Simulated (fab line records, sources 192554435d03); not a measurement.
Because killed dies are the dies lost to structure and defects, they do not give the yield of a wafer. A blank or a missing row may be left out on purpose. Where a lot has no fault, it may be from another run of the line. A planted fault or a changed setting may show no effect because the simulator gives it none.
Which tool did it? + flow n5Finfet + 24 lots, 72 wafers sampled, at 4 steps of a route of 1938

## WHAT THE GAUGES READ, wafer by wafer
N5_BEOL_M3_INSPECT_30: inspects for defects (brightfield). Usual: rawDefectCount 397, standard deviation 79.
| lot  | measured     | on               | rawDefectCount | flag |
|------|--------------|------------------|----------------|------|
| L074 | day 7 04:48  | defectInspect-01 | 420 280 325    |      |
| L075 | day 7 12:31  | defectInspect-01 | 384 351 434    |      |
| L076 | day 7 20:46  | defectInspect-02 | 325 358 310    |      |
| L078 | day 7 20:50  | defectInspect-02 | 466 280 318    |      |
| L077 | day 7 21:01  | defectInspect-01 | 608 491 579    |      |
| L079 | day 8 09:17  | defectInspect-01 | 449 461 342    |      |
| L080 | day 8 12:52  | defectInspect-02 | 512 362 418    |      |
| L081 | day 8 19:22  | defectInspect-01 | 439 500 423    |      |
| L082 | day 9 03:52  | defectInspect-01 | 489 338 336    |      |
| L083 | day 9 09:53  | defectInspect-01 | 405 357 350    |      |
| L084 | day 9 16:19  | defectInspect-01 | 410 353 337    |      |
| L085 | day 9 19:52  | defectInspect-01 | 285 447 448    |      |
| L086 | day 9 23:04  | defectInspect-01 | 449 421 415    |      |
| L087 | day 10 03:40 | defectInspect-02 | 420 370 386    |      |
| L088 | day 10 07:41 | defectInspect-01 | 319 283 294    |      |
| L089 | day 11 03:10 | defectInspect-02 | 383 432 344    |      |
| L090 | day 11 04:42 | defectInspect-02 | 297 426 283    |      |
| L092 | day 11 18:40 | defectInspect-01 | 277 475 407    |      |
| L091 | day 12 00:24 | defectInspect-02 | 429 399 445    |      |
| L093 | day 12 06:39 | defectInspect-02 | 337 352 337    |      |
| L094 | day 12 07:01 | defectInspect-01 | 446 550 504    |      |
| L095 | day 12 14:19 | defectInspect-01 | 369 368 409    |      |
| L097 | day 12 14:55 | defectInspect-01 | 314 306 327    |      |
| L096 | day 12 14:58 | defectInspect-01 | 414 480 501    |      |

N5_BEOL_M3_OCD_MEAS_38. Usual: trenchDepthNm 55.1 nm, standard deviation 0.75.
| lot  | measured     | on     | trenchDepthNm (nm) | flag |
|------|--------------|--------|--------------------|------|
| L074 | day 7 06:39  | ocd-02 | 54.2 54.9 54.1     |      |
| L075 | day 7 14:34  | ocd-02 | 54.3 53.9 55.2     |      |
| L076 | day 7 22:34  | ocd-02 | 55.1 54.6 55.3     |      |
| L078 | day 7 22:50  | ocd-01 | 54.0 54.4 54.6     |      |
| L077 | day 7 23:04  | ocd-02 | 54.5 55.2 54.1     |      |
| L079 | day 8 09:59  | ocd-01 | 56.4 55.6 54.5     |      |
| L080 | day 8 17:23  | ocd-02 | 54.7 55.0 54.9     |      |
| L081 | day 9 05:47  | ocd-01 | 55.2 55.4 55.2     |      |
| L082 | day 9 06:24  | ocd-02 | 56.3 53.9 54.6     |      |
| L083 | day 9 10:47  | ocd-01 | 55.4 55.6 55.4     |      |
| L084 | day 9 21:55  | ocd-02 | 56.1 54.8 53.9     |      |
| L085 | day 10 01:37 | ocd-02 | 55.8 55.1 54.3     |      |
| L086 | day 10 01:08 | ocd-01 | 54.0 54.9 55.0     |      |
| L087 | day 10 09:44 | ocd-02 | 55.5 54.0 55.1     |      |
| L088 | day 10 10:13 | ocd-01 | 54.0 55.2 55.7     |      |
| L089 | day 11 17:33 | ocd-01 | 56.6 56.0 55.3     |      |
| L090 | day 11 17:33 | ocd-02 | 55.4 55.5 57.1     |      |
| L092 | day 11 20:41 | ocd-02 | 55.6 54.4 54.9     |      |
| L091 | day 12 01:47 | ocd-02 | 55.5 54.4 55.8     |      |
| L093 | day 12 07:35 | ocd-02 | 56.0 55.4 55.3     |      |
| L094 | day 12 18:59 | ocd-01 | 56.7 54.6 53.5     |      |
| L095 | day 12 23:30 | ocd-02 | 54.8 55.0 53.8     |      |
| L097 | day 12 22:25 | ocd-01 | 55.2 54.4 55.8     |      |
| L096 | day 12 23:16 | ocd-02 | 55.3 55.2 54.1     |      |

## TOOL THAT RAN EACH LOT (tool first, then ch and the chambers of the sampled wafers, then the start)
| lot  | N5_BEOL_M3_ETCHBACK_99            | N5_BEOL_M3_ETCH_70                |
|------|-----------------------------------|-----------------------------------|
| L074 | rieDiel-05 ch 0,3, day 7 06:16    | rieDiel-05 ch 0,3, day 7 06:18    |
| L075 | rieDiel-06 ch 1,2, day 7 14:10    | rieDiel-06 ch 1,2, day 7 14:12    |
| L076 | rieDiel-02 ch 0,1,2, day 7 22:11  | rieDiel-02 ch 0,1,2, day 7 22:13  |
| L078 | rieDiel-05 ch 0,2,3, day 7 22:27  | rieDiel-05 ch 0,2,3, day 7 22:29  |
| L077 | rieDiel-06 ch 0,1,3, day 7 22:40  | rieDiel-06 ch 0,1,3, day 7 22:42  |
| L079 | rieDiel-02 ch 0,2,3, day 8 09:36  | rieDiel-02 ch 0,2,3, day 8 09:38  |
| L080 | rieDiel-02 ch 0,1,2, day 8 17:00  | rieDiel-02 ch 0,1,2, day 8 17:02  |
| L081 | rieDiel-06 ch 0,1, day 9 05:24    | rieDiel-06 ch 0,1, day 9 05:26    |
| L082 | rieDiel-02 ch 1,2,3, day 9 06:01  | rieDiel-02 ch 1,2,3, day 9 06:03  |
| L083 | rieDiel-06 ch 1,2,3, day 9 10:23  | rieDiel-06 ch 1,2,3, day 9 10:26  |
| L084 | rieDiel-02 ch 2,3, day 9 21:31    | rieDiel-02 ch 2,3, day 9 21:34    |
| L085 | rieDiel-05 ch 0,1,3, day 10 01:13 | rieDiel-05 ch 0,1,3, day 10 01:16 |
| L086 | rieDiel-02 ch 0,2, day 10 00:45   | rieDiel-02 ch 0,2, day 10 00:47   |
| L087 | rieDiel-02 ch 0,2,3, day 10 09:20 | rieDiel-02 ch 0,2,3, day 10 09:22 |
| L088 | rieDiel-06 ch 0,1, day 10 09:49   | rieDiel-06 ch 0,1, day 10 09:52   |
| L089 | rieDiel-02 ch 0,2,3, day 11 17:10 | rieDiel-02 ch 0,2,3, day 11 17:12 |
| L090 | rieDiel-06 ch 0,2,3, day 11 17:10 | rieDiel-06 ch 0,2,3, day 11 17:12 |
| L092 | rieDiel-05 ch 0,1,2, day 11 20:17 | rieDiel-05 ch 0,1,2, day 11 20:20 |
| L091 | rieDiel-02 ch 1,2,3, day 12 01:24 | rieDiel-02 ch 1,2,3, day 12 01:26 |
| L093 | rieDiel-05 ch 1,2,3, day 12 07:11 | rieDiel-05 ch 1,2,3, day 12 07:13 |
| L094 | rieDiel-06 ch 1,2,3, day 12 18:35 | rieDiel-06 ch 1,2,3, day 12 18:37 |
| L095 | rieDiel-05 ch 0,2,3, day 12 23:07 | rieDiel-05 ch 0,2,3, day 12 23:09 |
| L097 | rieDiel-02 ch 0,2,3, day 12 22:01 | rieDiel-02 ch 0,2,3, day 12 22:04 |
| L096 | rieDiel-02 ch 0,1,2, day 12 22:52 | rieDiel-02 ch 0,1,2, day 12 22:55 |
- N5_BEOL_M3_ETCHBACK_99: etches SiO2 in CHF3, target depth 5 nm, time 10.4 s.
- N5_BEOL_M3_ETCH_70: etches SOC in N2/H2, target depth 80 nm, overetch 16 nm, time 120 s.

## AS READ BY THE TOOLS THEMSELVES (means over the sampled wafers that have a number; for cases with no such wafer, the mark the record gives instead)
N5_BEOL_M3_ETCHBACK_99. Usual: drypumpMotorCurrentA 5.7 A, standard deviation 0.45; mfcArSccm 199.9 sccm, standard deviation 0.61; oesProductAu 0.76 a.u., standard deviation 0.079; rfVppV 240.5 V, standard deviation 2.7; showerheadPlenumPTorr 2.19 Torr, standard deviation 0.08; throttleValvePct 17.17 %, standard deviation 0.2.
| lot  | tool       | drypumpMotorCurrentA (A) | mfcArSccm (sccm) | oesProductAu (a.u.) | rfVppV (V) | showerheadPlenumPTorr (Torr) | throttleValvePct (%) | flag |
|------|------------|--------------------------|------------------|---------------------|------------|------------------------------|----------------------|------|
| L074 | rieDiel-05 | 6.2                      | 200.6            | 0.75                | 240.1      | 2.23                         | 17.35                |      |
| L075 | rieDiel-06 | 5.7                      | 200.3            | 0.70                | 241.8      | 2.18                         | 17.25                |      |
| L076 | rieDiel-02 | 5.7                      | 200.7            | 0.74                | 240.2      | 2.17                         | 17.12                |      |
| L078 | rieDiel-05 | 6.1                      | 199.7            | 0.74                | 240.2      | 2.23                         | 17.24                |      |
| L077 | rieDiel-06 | 5.3                      | 200.5            | 0.78                | 240.4      | 2.19                         | 17.24                |      |
| L079 | rieDiel-02 | 5.9                      | 200.4            | 0.82                | 239.5      | 2.20                         | 17.04                |      |
| L080 | rieDiel-02 | 5.7                      | 200.1            | 0.74                | 238.8      | 2.17                         | 17.13                |      |
| L081 | rieDiel-06 | 5.3                      | 199.0            | 0.77                | 240.9      | 2.15                         | 17.20                |      |
| L082 | rieDiel-02 | 5.7                      | 199.6            | 0.81                | 242.1      | 2.26                         | 16.98                |      |
| L083 | rieDiel-06 | 5.7                      | 200.1            | 0.69                | 240.5      | 2.18                         | 17.33                |      |
| L084 | rieDiel-02 | 5.9                      | 200.0            | 0.86                | 241.8      | 2.28                         | 16.90                |      |
| L085 | rieDiel-05 | 6.1                      | 200.4            | 0.75                | 239.6      | 2.15                         | 17.31                |      |
| L086 | rieDiel-02 | 5.6                      | 199.9            | 0.74                | 238.8      | 2.18                         | 17.22                |      |
| L087 | rieDiel-02 | 5.9                      | 199.4            | 0.79                | 239.6      | 2.19                         | 17.06                |      |
| L088 | rieDiel-06 | 5.1                      | 200.1            | 0.80                | 241.4      | 2.17                         | 17.16                |      |
| L089 | rieDiel-02 | 5.9                      | 200.2            | 0.78                | 239.6      | 2.19                         | 17.08                |      |
| L090 | rieDiel-06 | 5.5                      | 200.4            | 0.84                | 240.9      | 2.20                         | 17.16                |      |
| L092 | rieDiel-05 | 5.9                      | 199.9            | 0.73                | 239.3      | 2.14                         | 17.23                |      |
| L091 | rieDiel-02 | 5.7                      | 200.0            | 0.79                | 243.0      | 2.25                         | 17.01                |      |
| L093 | rieDiel-05 | 6.3                      | 200.2            | 0.72                | 240.1      | 2.14                         | 17.34                |      |
| L094 | rieDiel-06 | 5.7                      | 200.4            | 0.77                | 240.5      | 2.18                         | 17.24                |      |
| L095 | rieDiel-05 | 6.0                      | 200.1            | 0.71                | 240.1      | 2.21                         | 17.31                |      |
| L097 | rieDiel-02 | 5.9                      | 199.7            | 0.77                | 238.5      | 2.19                         | 17.10                |      |
| L096 | rieDiel-02 | 5.7                      | 199.6            | 0.71                | 239.6      | 2.16                         | 17.18                |      |

N5_BEOL_M3_ETCH_70. Usual: drypumpMotorCurrentA 5.7 A, standard deviation 0.46; oesProductAu 0.58 a.u., standard deviation 0.058; rfVppV 525.0 V, standard deviation 2.8; showerheadPlenumPTorr 2.58 Torr, standard deviation 0.096; throttleValvePct 17.95 %, standard deviation 0.2.
| lot  | tool       | drypumpMotorCurrentA (A) | oesProductAu (a.u.) | rfVppV (V) | showerheadPlenumPTorr (Torr) | throttleValvePct (%) | flag |
|------|------------|--------------------------|---------------------|------------|------------------------------|----------------------|------|
| L074 | rieDiel-05 | 6.3                      | 0.58                | 527.2      | 2.64                         | 18.13                |      |
| L075 | rieDiel-06 | 5.7                      | 0.54                | 525.4      | 2.58                         | 18.03                |      |
| L076 | rieDiel-02 | 5.7                      | 0.57                | 525.0      | 2.57                         | 17.91                |      |
| L078 | rieDiel-05 | 6.1                      | 0.57                | 526.5      | 2.64                         | 18.01                |      |
| L077 | rieDiel-06 | 5.4                      | 0.59                | 525.1      | 2.58                         | 18.06                |      |
| L079 | rieDiel-02 | 5.9                      | 0.63                | 525.4      | 2.59                         | 17.78                |      |
| L080 | rieDiel-02 | 5.7                      | 0.57                | 524.9      | 2.57                         | 17.91                |      |
| L081 | rieDiel-06 | 5.3                      | 0.59                | 523.2      | 2.54                         | 17.96                |      |
| L082 | rieDiel-02 | 5.7                      | 0.62                | 526.8      | 2.66                         | 17.74                |      |
| L083 | rieDiel-06 | 5.7                      | 0.53                | 525.2      | 2.58                         | 18.11                |      |
| L084 | rieDiel-02 | 5.9                      | 0.66                | 527.6      | 2.68                         | 17.62                |      |
| L085 | rieDiel-05 | 6.1                      | 0.58                | 523.3      | 2.54                         | 18.08                |      |
| L086 | rieDiel-02 | 5.6                      | 0.57                | 524.2      | 2.57                         | 17.95                |      |
| L087 | rieDiel-02 | 5.9                      | 0.60                | 525.0      | 2.59                         | 17.80                |      |
| L088 | rieDiel-06 | 5.1                      | 0.62                | 525.2      | 2.56                         | 17.99                |      |
| L089 | rieDiel-02 | 5.9                      | 0.60                | 525.5      | 2.58                         | 17.81                |      |
| L090 | rieDiel-06 | 5.5                      | 0.65                | 525.9      | 2.60                         | 18.02                |      |
| L092 | rieDiel-05 | 5.9                      | 0.57                | 524.1      | 2.53                         | 17.97                |      |
| L091 | rieDiel-02 | 5.7                      | 0.60                | 526.5      | 2.65                         | 17.77                |      |
| L093 | rieDiel-05 | 6.3                      | 0.56                | 522.8      | 2.52                         | 18.10                |      |
| L094 | rieDiel-06 | 5.6                      | 0.59                | 524.1      | 2.57                         | 18.01                |      |
| L095 | rieDiel-05 | 6.1                      | 0.55                | 527.0      | 2.62                         | 18.07                |      |
| L097 | rieDiel-02 | 5.9                      | 0.59                | 524.8      | 2.58                         | 17.84                |      |
| L096 | rieDiel-02 | 5.7                      | 0.55                | 524.0      | 2.56                         | 17.97                |      |

## THE ANSWER, worked out from the rows above alone
Rule: lot off if the mean of its wafers having a number is beyond 3 standard deviations from the usual mean. A lot without any number at a reading at which 4 lots or more have one is off too. All remaining lots with rows at the step are treated as sound. First the gauges in route order, then the tools' own readings, where a lot's mean is used as printed above. The first step at which some lot is off is used, and at that step the reading that is off furthest; a lot without a number counts as furthest.
Nothing can be told from this: no lot is off at any reading shown.

## WHAT WAS PUT IN BY THE SIMULATOR
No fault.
